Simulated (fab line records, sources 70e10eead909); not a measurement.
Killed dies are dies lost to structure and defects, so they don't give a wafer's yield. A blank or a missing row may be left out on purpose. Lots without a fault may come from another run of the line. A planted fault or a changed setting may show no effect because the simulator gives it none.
Problem report in the 8D (eight disciplines) form, filled by code | flow nand_harc | the parts of the form that need people (team, actions taken, sign-off) are left out

1. THE PROBLEM
thk_nm at NHARC_A_ONON_D2_THK_MEAS_24 reads a mean of 1210 nm on 3 wafers of 3 lots; wafers without a fault read 1001 nm with a standard deviation of 9.3. That is +23 standard deviations from the usual mean.
The step: measures by ellipsometry.
First seen on wafer L543.3, day 19 12:32, on film_metro-02. The record holds 36 wafers of 13 lots with a number at this step. Rule for "out", or "out of limits": more than 4 standard deviations from the usual mean. The other wafers with a number count as sound.

2. WHAT IT IS AND WHAT IT IS NOT
question                    | is                           | is not
which readings at this step | thk_nm                       | -
which lots                  | L543, L544, L546             | L529, L530, L532, L533, L534, L537, L538, L540, L541, L550
which wafers of those lots  | L543.3, L544.5, L546.3       | L543.6, L544.6, L546.6
read on which gauges        | film_metro-01, film_metro-02 | -
when                        | from day 19 12:32            | up to then (28 sound wafers); but 5 sound wafers of L544, L546, L550 came after

3. SUSPECTS, AND WHAT RULES EACH OUT
Counting: a tool at a process step up to the reading stays a suspect if it ran every lot that is out. Sound lots after the first of them don't rule it out here, since some wafers of a struck lot are sound.
- the gauge at NHARC_A_ONON_D2_THK_MEAS_24: ruled out. The wafers that are out were read on 2 gauges (film_metro-01, film_metro-02).
- pecvd_onon-04 at NHARC_A_ONON_D2_DEP_22 (target thk 1000 nm): kept. It ran every lot that is out, first L543 (day 19 12:09); its last sound lot up to then is L540 (day 18 15:38).
Left after counting: pecvd_onon-04 at NHARC_A_ONON_D2_DEP_22.

4. THE CAUSE (what the simulator had put in)
Process parameter drift: pecvd_onon-04, from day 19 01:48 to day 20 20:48, at NHARC_A_ONON_D2_DEP_22. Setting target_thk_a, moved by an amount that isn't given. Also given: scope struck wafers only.
Counting left only this tool.

5. THE CHAIN OF EFFECTS, in route order
Each row: a reading whose mean over the struck wafers that have a number lies more than 3 standard deviations from the usual. Only readings for which the record gives a usual standard deviation are gone through. hours: the time from each lot's start at the first step in this table that gives one to its start at this step, as a median over the lots. sigmas: the change in usual standard deviations.
hours | step                        | reading         | usual   | on struck wafers | change | sigmas
0     | NHARC_A_ONON_D2_THK_MEAS_24 | thk_nm          | 1001 nm | 1210             | +209   | +23
281   | NHARC_END_SORT_01           | killed_at_array | 62      | 671              | +609   | +28
281   | NHARC_END_SORT_01           | killed_dies     | 67      | 677              | +610   | +27

6. WHAT WOULD HAVE CAUGHT IT SOONER
In this record the first reading out of limits at a measuring or inspecting step was taken at day 19 12:32, 11 hours after the fault began at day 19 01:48.
Of the tool readings at NHARC_A_ONON_D2_DEP_22 for which the record gives a usual standard deviation, none was out on any struck wafer, so an alarm limit of 4 standard deviations on them would not have fired.
Of the lots that are out (3), L544, L546 began NHARC_A_ONON_D2_DEP_22 on pecvd_onon-04 after day 19 12:32. A hold on the tool at that time would have spared those 2.
